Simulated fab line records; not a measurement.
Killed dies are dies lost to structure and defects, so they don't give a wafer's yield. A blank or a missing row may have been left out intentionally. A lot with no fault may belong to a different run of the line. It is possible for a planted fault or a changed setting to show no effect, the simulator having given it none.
Lot-split experiment -- flow n5 finfet -- 7 lots, 21 wafers read, on a route of 1938 steps

SPLIT DETAILS
At N5_FIN_SAQP_FIN_ETCH_36 (etches the open film in HBr/Cl2/O2, target depth 120 nm, time 50.4 s), the setting icp w was moved away from the recipe's 800 W on 6 of the 21 wafers read, by -15.0% to +15.8%. The other wafers ran this setting at the recipe's value.

FROM THE SPLIT TO THE READING: what the file shows between them, 3 steps
- N5_FIN_SAQP_PRECLEAN_38: cleans in O3/DIW, time 45 s
- N5_FIN_SAQP_PRECLEAN_45: cleans in dHF, time 10 s
- N5_FIN_SAQP_SRD_39: time 30 s

THE READING
trench depth nm, in nm, at N5_FIN_SAQP_OCD_MEAS_76. On this fab line, fault-free wafers typically give 119.8 nm with a standard deviation of 1.7 nm.

wafer,"tool, chamber at the split","icp w as run, W",against the recipe,"trench depth nm, nm",against lot-mates on the recipe
L075.1,"rie si-01, 1",800,recipe,119.9,-
L075.2,"rie si-01, 2",800,recipe,119.9,-
L075.6,"rie si-01, 3",800,recipe,120.7,-
L078.1,"rie si-03, 3",800,recipe,121.4,-
L078.3,"rie si-03, 1",926.7,+15.8%,128.3,+8.7
L078.5,"rie si-03, 2",800,recipe,117.8,-
L079.1,"rie si-05, 1",679.8,-15.0%,111.3,-9.5
L079.3,"rie si-05, 3",679.8,-15.0%,113.2,-7.6
L079.6,"rie si-05, 3",800,recipe,120.8,-
L081.4,"rie si-05, 0",800,recipe,119.2,-
L081.5,"rie si-05, 0",800,recipe,117.5,-
L081.6,"rie si-05, 3",800,recipe,121.1,-
L086.2,"rie si-01, 2",744,-7.0%,117.0,-4.3
L086.3,"rie si-01, 3",800,recipe,121.8,-
L086.4,"rie si-01, 1",800,recipe,120.9,-
L089.2,"rie si-05, 3",897,+12.1%,127.8,+9.5
L089.3,"rie si-05, 0",800,recipe,118.3,-
L089.6,"rie si-05, 0",897,+12.1%,126.1,+7.8
L090.1,"rie si-05, 2",800,recipe,123.5,-
L090.4,"rie si-05, 3",800,recipe,119.4,-
L090.5,"rie si-05, 3",800,recipe,119.9,-

FIT RESULTS
A straight line over all 21 wafers: trench depth nm changes by +0.529 nm for each +1% of icp w; r = +0.94; the points scatter about the line by 1.4 nm.
The same after taking each lot's own level away (the mean of its wafers on the recipe; 21 wafers): +0.607 nm for each +1%; r = +0.96; scatter 1.3 nm.
That fit puts the effect of the largest move of icp w on the reading at 9.6 nm.
From 118.30 to 121.35 nm: that is the span of the lots' own levels, equal to 1.8 times the standard deviation above.
Hence the slope depends on the lot-to-lot level, as the two fits are not the same.
Check: with one of the wafers moved furthest among these (+15.8%) left out of the fit, the line predicts +10.2 nm for it against its lot-mates. It came out at +8.7 nm against them.

THESE WAFERS: OTHER SPLITS
Other splits were also applied to these wafers ahead of the reading. Each is held against what the fit with the lots' levels taken away leaves over:
other split on the same wafers,wafers away from the commonest value,r with trench depth nm (lot level and that fit taken away)
N5_ZERO_LAYER_PECVD_02 time s,6,+0.00
N5_ZERO_LAYER_EXPOSE_08 dose mj,7,-0.03
N5_WELL_APT_EXPOSE_22 dose mj,6,-0.08
N5_WELL_APT_PEB_23 peb time s,11,-0.35
N5_FIN_SAQP_SPACER1_ALD_24 temp c,6,-0.13

THE WHOLE CHAIN: every reading that the file lists as answering this split, in the file's order
step,what it does,reading,change (the file's fit),r (the file's)
N5_FIN_SAQP_FIN_ETCH_36,"etches the open film in HBr/Cl2/O2, target depth 120 nm, time 50.4 s","FIN_SAQP.feature depth nm (the simulator's own value, which no gauge read)",+0.599 nm for each +1% of the setting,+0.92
N5_FIN_SAQP_FIN_ETCH_36,"etches the open film in HBr/Cl2/O2, target depth 120 nm, time 50.4 s","etch.depth nm (the simulator's own value, which no gauge read)",+0.598 nm for each +1% of the setting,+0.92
N5_FIN_SAQP_OCD_MEAS_76,,trench depth nm,+0.597 nm for each +1% of the setting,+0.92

THE FILE'S OWN FIT
trench depth nm changes by +0.597 nm for each +1% of icp w, r = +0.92.
